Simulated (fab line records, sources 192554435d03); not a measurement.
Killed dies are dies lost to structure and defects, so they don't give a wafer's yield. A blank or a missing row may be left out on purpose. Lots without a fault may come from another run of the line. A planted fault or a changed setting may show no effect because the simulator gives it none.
fab line records | flow n5_finfet
record lots=7 wafers=21
route steps=1938 shown BEOL_M8@1343 BEOL_M9@1404
start_h: hours from the record's first day to the start of the lot's first wafer shown | wait_h: hours since the lot's step before | " the same as in the row above | L1.1+2: a row that stands for several wafers | - no value, or no start given | * or withheld: withheld | < > ~ a bound
route shown NAME@n: a module of which the file shows steps, and the number in the route of the first | usual: mean/standard deviation of fault-free wafers | same: alike in all rows | chamber/n: place in a boat | sites: the reading at each site | _std_site: their standard deviation | _edge_site: outer sites' mean less inner sites' | radius_mm: how far each site lies from the wafer's centre | mask NAME#n: copy n | behind: the tool/chamber that last shaped the wafer | hold: why the lot was held/for how many hours/how that ended | device: the transistor (n, p or np) that didn't switch | end of line: the same wafers' tests at the end of the route | a step without rows: its recipe alone | killed: dies lost to structure and defects at the first sort, not the wafer's yield | map: a wafer's dies, x killed, . not, _ none there
set.NAME: the setting as run; set.NAME@STEP: as run at that earlier step | model.NAME: the simulator's own value behind a step, which no gauge read
lots whose settings were changed on purpose; a table a step, a row a wafer
## steps
# step N5_BEOL_M8_PEB_09
# recipe peb_temp_c=withheld peb_time_s=60 resist=CAR-ArF
# columns lot.wafer tool chamber start_h wait_h set.peb_time_s
L081.1 litho_track-02 0 241.63 0.1 72.7
L081.2+6 " 0 " " 60
L083.1+4 litho_track-04 0 250.30 0.1 60
L083.2 " 0 " " 52.61
L088.1+5 litho_track-01 0 289.54 0.1 60
L088.6 " 0 " " 68.77
L090.2+3+4 litho_track-04 0 303.41 0.0 66.99
L093.2+4 litho_track-02 0 307.33 0.0 70.43
L093.3 " 0 " " 60
L091.2+3+5 litho_track-04 0 307.50 0.0 60
L092.3+4+6 litho_track-01 0 313.33 0.0 60
# step N5_BEOL_M8_DEVELOP_10
# recipe develop_time_s=30 developer=TMAH resist=CAR-ArF rinse_liquid=diw dry=air_spin dev_temp_c=23
# step N5_BEOL_M8_CD_MEAS_11
# recipe target_cd_nm=38.5 landing_energy_ev=500 detector=se_inlens polarity=opening
# usual cd_nm=38.5/0.4
# columns lot.wafer tool chamber start_h wait_h set.peb_time_s@BEOL_M8_PEB_09 cd_nm
L081.1 cd_sem-03 0 241.70 - 72.7 43.1
L081.2 " 0 " " 60 38.3
L081.6 " 0 " " 60 38.8
L083.1 cd_sem-01 0 250.37 - 60 38.1
L083.2 " 0 " " 52.61 34.6
L083.4 " 0 " " 60 39.0
L088.1 cd_sem-03 0 289.61 - 60 38.5
L088.5 " 0 " " 60 38.3
L088.6 " 0 " " 68.77 42.1
L090.2 cd_sem-03 0 303.48 - 66.99 41.5
L090.3 " 0 " " 66.99 41.5
L090.4 " 0 " " 66.99 41.3
L093.2 cd_sem-01 0 307.40 - 70.43 42.5
L093.3 " 0 " " 60 38.3
L093.4 " 0 " " 70.43 42.5
L091.2 cd_sem-03 0 307.57 - 60 39.3
L091.3 " 0 " " 60 38.7
L091.5 " 0 " " 60 38.7
L092.3 cd_sem-03 0 313.40 - 60 38.6
L092.4 " 0 " " 60 38.6
L092.6 " 0 " " 60 38.8
# step N5_BEOL_M8_DESCUM_16
# recipe chemistry=O2 time_s=7.9 source_power_w=50 bias_power_w=20 pressure_mtorr=20 rf_frequency_hz=2.712e+07 temp_c=40 resist=CAR-ArF o2_flow_sccm=225
# step N5_BEOL_M8_ETCH_61
# recipe chemistry=CF4 target=SiARC target_depth_a=455 mask_material=CAR-ArF time_s=75.8 ion_energy_ev=80 pressure_mtorr=40 source_w=545 bias_w=36 Ar_flow_sccm=100 cf4_flow_sccm=100 ends=cleared
# columns lot.wafer tool chamber start_h wait_h set.peb_time_s@BEOL_M8_PEB_09 model.BEOL_M8.cd_offset_nm
L081.1 rie_diel-05 0 242.11 0.0 72.7 4.4
L081.2+6 " 2,0 " " 60 0
L083.1 rie_diel-04 0 250.87 0.0 60 -0.2
L083.2 " 2 " " 52.61 -3.6
L083.4 " 1 " " 60 0.4
L088.1 rie_diel-05 2 289.82 0.0 60 -0.2
L088.5 " 0 " " 60 0
L088.6 " 1 " " 68.77 3.6
L090.2 rie_diel-03 2 303.77 0.0 66.99 2.4
L090.3+4 " 3,1 " " 66.99 2.8
L093.2+4 rie_diel-03 0,2 307.52 0.0 70.43 3.8
L093.3 " 1 " " 60 -0.4
L091.2 rie_diel-03 2 307.78 0.0 60 0.8
L091.3 " 0 " " 60 0.2
L091.5 " 3 " " 60 -0.2
L092.3+6 rie_diel-04 0 313.54 0.0 60 0
L092.4 " 3 " " 60 -0.2
# step N5_BEOL_M8_ETCH_62
# recipe chemistry=N2/H2 target=SOC target_depth_a=1100 overetch_a=220 mask_material=SiARC temp_c=40 time_s=165 ion_energy_ev=200 pressure_mtorr=30 source_w=840 bias_w=150 n2_flow_sccm=200 h2_flow_sccm=200
# step N5_BEOL_M8_STRIP_68
# recipe chemistry=N2/H2 temp_c=40 n2_flow_sccm=200 h2_flow_sccm=200 rf_frequency_hz=6e+07
# step N5_BEOL_M8_STRIP_67
# recipe chemistry=CF4 resist=SiARC power_w=300 bias_power_w=75 pressure_mtorr=50 cf4_flow_sccm=150 rf_frequency_hz=6e+07
# step N5_BEOL_M8_HM_OPEN_17
# recipe chemistry=Cl2/BCl3 target_depth_a=200 overetch_a=60 target=TiN mask_material=SOC ion_energy_ev=150 pressure_mtorr=10 icp_w=1000 bias_w=126 Cl2_flow_sccm=53.25 bcl3_flow_sccm=21.75 Ar_flow_sccm=25
# columns lot.wafer tool chamber start_h wait_h set.peb_time_s@BEOL_M8_PEB_09 model.BEOL_M8.cd_offset_nm
L081.1 rie_metal-02 0 242.36 0.0 72.7 4.4
L081.2+6 " 1 " " 60 0
L083.1 rie_metal-03 1 251.12 0.0 60 -0.2
L083.2 " 0 " " 52.61 -3.4
L083.4 " 0 " " 60 0.6
L088.1+5 rie_metal-02 1 290.06 0.0 60 -0.2
L088.6 " 0 " " 68.77 3.2
L090.2 rie_metal-01 1 304.01 0.0 66.99 2.4
L090.3+4 " 0,1 " " 66.99 2.6
L093.2+4 rie_metal-01 1 307.76 0.0 70.43 4
L093.3 " 0 " " 60 -0.2
L091.2 rie_metal-03 0 308.02 0.0 60 1
L091.3 " 1 " " 60 0.4
L091.5 " 0 " " 60 0
L092.3 rie_metal-02 1 313.81 0.1 60 0.2
L092.4 " 0 " " 60 -0.4
L092.6 " 1 " " 60 0
# step N5_BEOL_M8_STRIP_19
# recipe chemistry=O2 power_w=400 temp_c=40 pressure_mtorr=30 rf_frequency_hz=6e+07 bias_power_w=0 overash_fraction=0.2 o2_flow_sccm=225
# step N5_BEOL_M8_CD_MEAS_18
# recipe pitch_nm=80 target_cd_nm=40
# usual cd_nm=39.9/0.42
# columns lot.wafer tool chamber start_h wait_h set.peb_time_s@BEOL_M8_PEB_09 cd_nm
L081.1 cd_sem-01 - 242.54 0.0 72.7 44.2
L081.2 " - " " 60 39.8
L081.6 " - " " 60 40.3
L083.1 cd_sem-03 - 251.30 0.0 60 39.8
L083.2 " - " " 52.61 36.1
L083.4 " - " " 60 40.7
L088.1 cd_sem-03 - 290.24 0.0 60 39.9
L088.5 " - " " 60 40.1
L088.6 " - " " 68.77 43.2
L090.2 cd_sem-03 - 304.20 0.1 66.99 42.4
L090.3 " - " " 66.99 42.5
L090.4 " - " " 66.99 42.5
L093.2 cd_sem-03 - 307.97 0.1 70.43 43.6
L093.3 " - " " 60 39.5
L093.4 " - " " 70.43 44.0
L091.2 cd_sem-01 - 308.20 0.1 60 40.5
L091.3 " - " " 60 40.1
L091.5 " - " " 60 40.3
L092.3 cd_sem-01 - 314.03 0.1 60 40.1
L092.4 " - " " 60 40.0
L092.6 " - " " 60 39.8
# step N5_BEOL_M8_COAT_63
# recipe resist=SOC temp_c=250 time_s=60 spin_rpm=1500 resist_thk_nm=60
# step N5_BEOL_M8_COAT_64
# recipe resist=SiARC temp_c=220 time_s=60 spin_rpm=1500 resist_thk_nm=12
# step N5_BEOL_M8_STRIP_80
# recipe chemistry=N2/H2 time_s=10 power_w=450 temp_c=40 pressure_mtorr=20 rf_frequency_hz=6e+07 bias_power_w=7 n2_flow_sccm=200 h2_flow_sccm=200
# step N5_BEOL_M8_HM_STRIP_39
# recipe chemistry=peroxide_tin_strip material=TiN target_depth_a=250 temp_c=50 time_s=158
# columns lot.wafer tool chamber start_h wait_h set.temp_c@BEOL_M8_PECVD_70 model.SiO2_of_BEOL_M8_PECVD_70.thk_nm
L081.1 wet_bench-02 1 244.13 0.0 392.7 20.8
L081.2 " 7 " " 400 20
L081.6 " 2 " " 400 20.2
L083.1+2 wet_bench-03 7,4 253.76 0.0 400 19.8
L083.4 " 1 " " 400 20.2
L088.1 wet_bench-03 5 291.53 0.0 400 19.8
L088.5 " 2 " " 414.3 18
L088.6 " 4 " " 414.3 18.4
L090.2 wet_bench-02 7 305.22 0.0 405.9 19
L090.3 " 4 " " 400 19.8
L090.4 " 5 " " 400 20
L093.2 wet_bench-03 4 309.01 0.0 400 19.6
L093.3 " 2 " " 400 19.4
L093.4 " 1 " " 400 20
L091.2 wet_bench-02 0 309.27 0.0 400 19.6
L091.3 " 5 " " 400 19.8
L091.5 " 3 " " 390.1 21.4
L092.3 wet_bench-03 2 315.23 0.0 400 19.6
L092.4+6 " 3,7 " " 400 20
# step N5_BEOL_M8_SRD_40
# recipe time_s=30 temp_c=23 rinse_liquid=diw dry=ipa_marangoni
# step N5_BEOL_M8_PRECLEAN_42
# recipe chemistry=residue_remover time_s=60 temp_c=40
# step N5_BEOL_M8_SRD_43
# recipe time_s=30 temp_c=23 rinse_liquid=diw dry=ipa_marangoni
# step N5_BEOL_M8_CD_MEAS_35
# recipe target_cd_nm=40 polarity=opening
# usual cd_nm=39.9/0.46
# columns lot.wafer tool chamber start_h wait_h set.peb_time_s@BEOL_M8_PEB_09 cd_nm
L081.1 cd_sem-01 - 244.25 0.0 72.7 44.7
L081.2 " - " " 60 40.0
L081.6 " - " " 60 39.9
L083.1 cd_sem-01 - 253.88 0.0 60 40.0
L083.2 " - " " 52.61 36.4
L083.4 " - " " 60 40.5
L088.1 cd_sem-03 - 291.65 0.0 60 39.9
L088.5 " - " " 60 40.0
L088.6 " - " " 68.77 43.1
L090.2 cd_sem-01 - 305.34 0.0 66.99 42.0
L090.3 " - " " 66.99 42.9
L090.4 " - " " 66.99 42.6
L093.2 cd_sem-03 - 309.13 0.0 70.43 44.2
L093.3 " - " " 60 39.8
L093.4 " - " " 70.43 44.1
L091.2 cd_sem-01 - 309.40 0.0 60 40.9
L091.3 " - " " 60 40.3
L091.5 " - " " 60 40.1
L092.3 cd_sem-02 - 315.35 0.0 60 40.0
L092.4 " - " " 60 39.0
L092.6 " - " " 60 40.0
# step N5_BEOL_M9_PECVD_70
# recipe material=SiO2 target_thk_a=200 temp_c=400 precursor=TEOS/O2 pressure_torr=5.5 rf_w=450 teos_flow_sccm=53.8 gas=O2 flow_sccm=3000 time_s=22.7
# columns lot.wafer tool chamber start_h wait_h set.temp_c model.SiO2_of_BEOL_M9_PECVD_70.thk_nm
L081.1 pecvd-04 2 247.81 0.0 400 20.2
L081.2 " 0 " " 410.3 18.4
L081.6 " 2 " " 400 20.4
L083.1 pecvd-04 0 257.20 0.0 400 19.8
L083.2 " 2 " " 400 20
L083.4 " 1 " " 400 20.4
L088.1 pecvd-04 1 295.80 0.0 416.6 17.8
L088.5+6 " 1,0 " " 400 20.2
L090.2 pecvd-01 2 308.57 0.0 388.6 21.4
L090.3 " 1 " " 388.6 21.2
L090.4 " 2 " " 400 20.2
L093.2 pecvd-03 2 312.64 0.0 388 21.6
L093.3 " 1 " " 388 22
L093.4 " 0 " " 388 22.2
L091.2 pecvd-03 1 313.72 0.0 417.2 17.6
L091.3 " 2 " " 417.2 17.2
L091.5 " 2 " " 400 19.8
L092.3 pecvd-04 0 320.31 0.0 400 19.4
L092.4+6 " 0,2 " " 400 20.4
# step N5_BEOL_M9_EXPOSE_08
# recipe mask_id=M9 na=1.35 source_shape=dipole sigma_inner=0.411 sigma_outer=0.611 polarization=te dose_mj=53.75
# columns lot.wafer tool chamber start_h wait_h mask set.dose_mj
L081.1+2 arfi_scanner-03 0 248.37 - M9#0 53.75
L081.6 " 0 " " M9#0 57.01
L083.1+2 arfi_scanner-03 0 258.94 - M9#0 52.58
L083.4 " 0 " " M9#0 53.75
L088.1+6 arfi_scanner-01 0 296.73 - M9#0 51.09
L088.5 " 0 " " M9#0 53.75
L090.2+3+4 arfi_scanner-01 0 309.59 - M9#0 53.75
L093.2+3 arfi_scanner-03 0 313.68 - M9#0 53.75
L093.4 " 0 " " M9#0 56.81
L091.2+5 arfi_scanner-01 0 314.78 - M9#0 53.75
L091.3 " 0 " " M9#0 54.84
L092.3+4+6 arfi_scanner-02 0 321.58 - M9#0 53.75
# step N5_BEOL_M9_PEB_09
# recipe peb_temp_c=withheld peb_time_s=60 resist=CAR-ArF
# step N5_BEOL_M9_DEVELOP_10
# recipe develop_time_s=30 developer=TMAH resist=CAR-ArF rinse_liquid=diw dry=air_spin dev_temp_c=23
# step N5_BEOL_M9_CD_MEAS_11
# recipe target_cd_nm=64.1 landing_energy_ev=500 detector=se_inlens polarity=opening
# usual cd_nm=64.2/0.46
# columns lot.wafer tool chamber start_h wait_h set.dose_mj@BEOL_M9_EXPOSE_08 cd_nm
L081.1 cd_sem-03 0 248.50 - 53.75 64.8
L081.2 " 0 " " 53.75 64.1
L081.6 " 0 " " 57.01 67.7
L083.1 cd_sem-01 0 259.06 - 52.58 62.6
L083.2 " 0 " " 52.58 62.9
L083.4 " 0 " " 53.75 64.2
L088.1 cd_sem-01 0 296.86 - 51.09 62.2
L088.5 " 0 " " 53.75 63.8
L088.6 " 0 " " 51.09 61.8
L090.2 cd_sem-01 0 309.71 - 53.75 63.9
L090.3 " 0 " " 53.75 64.0
L090.4 " 0 " " 53.75 63.3
L093.2 cd_sem-03 0 313.80 - 53.75 64.4
L093.3 " 0 " " 53.75 64.0
L093.4 " 0 " " 56.81 67.1
L091.2 cd_sem-03 0 314.90 - 53.75 64.2
L091.3 " 0 " " 54.84 66.1
L091.5 " 0 " " 53.75 64.3
L092.3 cd_sem-02 0 321.70 - 53.75 64.1
L092.4 " 0 " " 53.75 63.4
L092.6 " 0 " " 53.75 63.8
# step N5_BEOL_M9_DESCUM_16
# recipe chemistry=O2 time_s=7.9 source_power_w=50 bias_power_w=20 pressure_mtorr=20 rf_frequency_hz=2.712e+07 temp_c=40 resist=CAR-ArF o2_flow_sccm=225
# step N5_BEOL_M9_ETCH_61
# recipe chemistry=CF4 target=SiARC target_depth_a=390 mask_material=CAR-ArF time_s=65 ion_energy_ev=80 pressure_mtorr=40 source_w=545 bias_w=36 Ar_flow_sccm=100 cf4_flow_sccm=100 ends=cleared
# columns lot.wafer tool chamber start_h wait_h set.dose_mj@BEOL_M9_EXPOSE_08 model.BEOL_M9.cd_offset_nm
L081.1 rie_diel-02 0 248.62 0.0 53.75 0.8
L081.2 " 2 " " 53.75 -0.2
L081.6 " 2 " " 57.01 3.6
L083.1 rie_diel-02 1 259.18 0.0 52.58 -1.2
L083.2 " 0 " " 52.58 -1.4
L083.4 " 2 " " 53.75 0.4
L088.1 rie_diel-01 1 296.98 0.0 51.09 -2.2
L088.5 " 3 " " 53.75 -0.4
L088.6 " 2 " " 51.09 -2.6
L090.2 rie_diel-02 1 309.96 0.0 53.75 -0.2
L090.3 " 3 " " 53.75 0
L090.4 " 2 " " 53.75 -0.6
L093.2 rie_diel-02 0 313.92 0.0 53.75 -0.2
L093.3 " 1 " " 53.75 -0.4
L093.4 " 3 " " 56.81 3.2
L091.2 rie_diel-06 3 315.02 0.0 53.75 0.4
L091.3 " 2 " " 54.84 1.8
L091.5 " 1 " " 53.75 0
L092.3 rie_diel-01 1 322.01 0.0 53.75 0
L092.4 " 2 " " 53.75 -0.8
L092.6 " 2 " " 53.75 -0.2
# step N5_BEOL_M9_ETCH_62
# recipe chemistry=N2/H2 target=SOC target_depth_a=1100 overetch_a=220 mask_material=SiARC temp_c=40 time_s=165 ion_energy_ev=200 pressure_mtorr=30 source_w=840 bias_w=150 n2_flow_sccm=200 h2_flow_sccm=200
# usual rf_vpp_V=522.8/2.9
# columns lot.wafer tool chamber start_h wait_h set.source_w set.dose_mj@BEOL_M9_EXPOSE_08 rf_vpp_V model.BEOL_M9.cd_offset_nm model.SiARC_of_BEOL_M9_COAT_60.thk_nm
L081.1 rie_diel-02 0 248.67 0.0 793 53.75 537.8 0.8 23.8
L081.2 " 2 " " 793 53.75 531.8 -0.4 23.8
L081.6 " 2 " " 793 57.01 528.9 3.2 23.8
L083.1 rie_diel-02 1 259.23 0.0 840 52.58 520.7 -1 23.6
L083.2 " 0 " " 916.3 52.58 512.1 -0.8 23.2
L083.4 " 2 " " 840 53.75 520.4 0.6 23.6
L088.1 rie_diel-01 1 297.03 0.0 989.2 51.09 497.5 -1.6 23.2
L088.5 " 3 " " 840 53.75 522.6 -0.6 23.6
L088.6 " 2 " " 840 51.09 523.2 -2.6 23.6
L090.2 rie_diel-02 1 310.01 0.0 840 53.75 520.4 0.2 23.4
L090.3 " 3 " " 840 53.75 523.5 0 23.4
L090.4 " 2 " " 840 53.75 520.2 -0.6 23.4
L093.2 rie_diel-02 0 313.97 0.0 840 53.75 526.3 -0.2 23.4
L093.3 " 1 " " 797.5 53.75 529.9 -0.4 23.8
L093.4 " 3 " " 797.5 56.81 534.1 2.8 23.6
L091.2 rie_diel-06 3 315.07 0.0 840 53.75 526.5 0.6 23.6
L091.3 " 2 " " 840 54.84 520.9 2.2 23.8
L091.5 " 1 " " 840 53.75 520.5 0 23.8
L092.3 rie_diel-01 1 322.06 0.0 840 53.75 525.9 0 23.6
L092.4 " 2 " " 840 53.75 522.5 -0.4 23.6
L092.6 " 2 " " 840 53.75 523.7 0.2 23.6
# step N5_BEOL_M9_STRIP_68
# recipe chemistry=N2/H2 temp_c=40 n2_flow_sccm=200 h2_flow_sccm=200 rf_frequency_hz=6e+07
# step N5_BEOL_M9_STRIP_67
# recipe chemistry=CF4 resist=SiARC power_w=300 bias_power_w=75 pressure_mtorr=50 cf4_flow_sccm=150 rf_frequency_hz=6e+07
# step N5_BEOL_M9_HM_OPEN_17
# recipe chemistry=Cl2/BCl3 target_depth_a=200 overetch_a=60 target=TiN mask_material=SOC ion_energy_ev=150 pressure_mtorr=10 icp_w=1000 bias_w=126 Cl2_flow_sccm=53.25 bcl3_flow_sccm=21.75 Ar_flow_sccm=25
# columns lot.wafer tool chamber start_h wait_h set.dose_mj@BEOL_M9_EXPOSE_08 model.BEOL_M9.cd_offset_nm
L081.1 rie_metal-01 1 248.86 0.0 53.75 0.8
L081.2 " 0 " " 53.75 -0.6
L081.6 " 1 " " 57.01 3.2
L083.1+2 rie_metal-01 1,0 259.42 0.0 52.58 -1
L083.4 " 0 " " 53.75 0.4
L088.1 rie_metal-02 0 297.22 0.0 51.09 -1.6
L088.5 " 1 " " 53.75 -0.6
L088.6 " 0 " " 51.09 -2.8
L090.2 rie_metal-01 1 310.20 0.0 53.75 0.2
L090.3 " 1 " " 53.75 0
L090.4 " 0 " " 53.75 -0.6
L093.2 rie_metal-02 0 314.16 0.0 53.75 -0.2
L093.3 " 0 " " 53.75 -0.4
L093.4 " 1 " " 56.81 3
L091.2 rie_metal-01 0 315.26 0.0 53.75 0.4
L091.3 " 1 " " 54.84 2
L091.5 " 0 " " 53.75 0
L092.3 rie_metal-02 0 322.28 0.1 53.75 0
L092.4 " 1 " " 53.75 -0.4
L092.6 " 1 " " 53.75 0.2
# step N5_BEOL_M9_STRIP_19
# recipe chemistry=O2 power_w=400 temp_c=40 pressure_mtorr=30 rf_frequency_hz=6e+07 bias_power_w=0 overash_fraction=0.2 o2_flow_sccm=225
# step N5_BEOL_M9_CD_MEAS_18
# recipe pitch_nm=140 target_cd_nm=70
# usual cd_nm=70.1/0.44
# columns lot.wafer tool chamber start_h wait_h set.dose_mj@BEOL_M9_EXPOSE_08 cd_nm
L081.1 cd_sem-03 - 249.04 0.0 53.75 71.1
L081.2 " - " " 53.75 69.7
L081.6 " - " " 57.01 73.2
L083.1 cd_sem-01 - 259.60 0.0 52.58 68.9
L083.2 " - " " 52.58 68.9
L083.4 " - " " 53.75 70.4
L088.1 cd_sem-01 - 297.40 0.0 51.09 67.9
L088.5 " - " " 53.75 69.5
L088.6 " - " " 51.09 67.5
L090.2 cd_sem-01 - 310.38 0.1 53.75 70.0
L090.3 " - " " 53.75 69.8
L090.4 " - " " 53.75 69.6
L093.2 cd_sem-01 - 314.34 0.1 53.75 70.1
L093.3 " - " " 53.75 69.7
L093.4 " - " " 56.81 72.8
L091.2 cd_sem-02 - 315.44 0.1 53.75 70.4
L091.3 " - " " 54.84 71.7
L091.5 " - " " 53.75 69.8
L092.3 cd_sem-01 - 322.46 0.1 53.75 70.2
L092.4 " - " " 53.75 69.7
L092.6 " - " " 53.75 70.5
## key
split step=N5_BEOL_M8_PEB_09 setting=peb_time_s stated=60 by=wafer
response step=N5_BEOL_M8_CD_MEAS_11 reading=cd_nm change=+0.243 per=1% r=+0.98
response step=N5_BEOL_M8_ETCH_61 reading=model.BEOL_M8.cd_offset_nm change=+0.238 per=1% r=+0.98
response step=N5_BEOL_M8_HM_OPEN_17 reading=model.BEOL_M8.cd_offset_nm change=+0.233 per=1% r=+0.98
response step=N5_BEOL_M8_CD_MEAS_18 reading=cd_nm change=+0.235 per=1% r=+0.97
response step=N5_BEOL_M8_CD_MEAS_35 reading=cd_nm change=+0.241 per=1% r=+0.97
split step=N5_BEOL_M9_PECVD_70 setting=temp_c stated=400 by=wafer
response step=N5_BEOL_M9_PECVD_70 reading=model.SiO2_of_BEOL_M9_PECVD_70.thk_nm change=-0.561 per=1% r=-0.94
split step=N5_BEOL_M9_EXPOSE_08 setting=dose_mj stated=53.75 by=wafer
response step=N5_BEOL_M9_CD_MEAS_11 reading=cd_nm change=+0.505 per=1% r=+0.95
response step=N5_BEOL_M9_ETCH_61 reading=model.BEOL_M9.cd_offset_nm change=+0.554 per=1% r=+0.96
response step=N5_BEOL_M9_ETCH_62 reading=model.BEOL_M9.cd_offset_nm change=+0.491 per=1% r=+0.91
response step=N5_BEOL_M9_HM_OPEN_17 reading=model.BEOL_M9.cd_offset_nm change=+0.509 per=1% r=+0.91
response step=N5_BEOL_M9_CD_MEAS_18 reading=cd_nm change=+0.484 per=1% r=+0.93
split step=N5_BEOL_M9_ETCH_62 setting=source_w stated=840 by=wafer
response step=N5_BEOL_M9_ETCH_62 reading=rf_vpp_V change=-1.32 per=1% r=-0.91
response step=N5_BEOL_M9_ETCH_62 reading=model.SiARC_of_BEOL_M9_COAT_60.thk_nm change=-0.0289 per=1% r=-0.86
split outside_this_file step=N5_BEOL_M8_PECVD_70 setting=temp_c
# split outside_this_file: this setting was split too, and the file shows its column; the key of that split is in another file
